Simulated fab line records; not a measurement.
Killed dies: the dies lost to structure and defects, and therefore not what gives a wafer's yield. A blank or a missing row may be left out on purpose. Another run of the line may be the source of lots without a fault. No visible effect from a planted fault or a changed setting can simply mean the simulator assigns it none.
Chamber matching	flow nandHarc	NHARC_A_CONTACT_ETCH_106 on rieDiel-05: 4 sister chambers
The step etches the open film in CF4/O2, target depth 60 nm, overetch 6 nm, time 33 s. 16 wafers are shown with their chamber, then 8 later ones without.

== EACH WAFER AND ITS CHAMBER ==
wafer	chamber	drypumpMotorCurrentA (A)	showerheadPlenumPTorr (Torr)	oesProductAu (a.u.)
L074.2	1	5.9	1.33	1.011
L074.3	3	6.6	1.32	1.011
L074.5	0	5.8	1.35	0.999
L075.2	2	6.2	1.40	1.005
L075.5	0	5.8	1.35	0.993
L075.6	3	6.6	1.32	1.012
L077.2	2	6.1	1.40	0.999
L077.3	3	6.6	1.32	0.998
L077.4	1	5.9	1.33	1.016
L081.2	3	6.6	1.32	1.014
L081.3	0	5.8	1.35	1.000
L081.5	2	6.1	1.39	1.005
L084.1	3	6.6	1.32	1.005
L084.2	0	5.8	1.34	0.993
L084.6	2	6.1	1.39	1.004
L092.1	2	6.1	1.39	0.996

SIGNATURES (means of the wafers above)
reading	chamber 0	chamber 1	chamber 2	chamber 3	scatter within a chamber
drypumpMotorCurrentA	5.800	5.900	6.120	6.600	0.0258
showerheadPlenumPTorr	1.3475	1.3300	1.3940	1.3200	0.00403
oesProductAu	0.99625	1.01350	1.00180	1.00800	0.00493
Rule: for each reading, subtract the chamber's mean from the wafer's reading, divide by that reading's scatter and square the result; add these up over the readings and take the root, which gives the wafer's distance from the chamber. If the next closest chamber is less than 2 further off than the closest, the wafer can't be placed; otherwise it belongs to the closest. The scatter: take each reading less its chamber's mean, square it, sum over the shown wafers, divide by the number of wafers less the number of chambers, and take the root.

== WAFERS MISSING THEIR CHAMBER ==
wafer	drypumpMotorCurrentA (A)	showerheadPlenumPTorr (Torr)	oesProductAu (a.u.)
L092.2	6.6	1.31	1.003
L092.4	5.8	1.34	1.005
L093.3	6.6	1.31	1.009
L093.5	6.6	1.31	1.007
L093.6	5.8	1.34	1.001
L097.1	5.9	1.32	0.993
L097.2	5.8	1.34	0.994
L097.4	6.6	1.31	1.010

== WHICH CHAMBER EACH ONE RAN IN ==
wafer	from the rows above	in truth
L092.2	3	3
L092.4	0	0
L093.3	3	3
L093.5	3	3
L093.6	0	0
L097.1	1	1
L097.2	0	0
L097.4	3	3
Correctly placed: 8 of 8. Number that these rows cannot place: 0. Wrongly placed: 0.
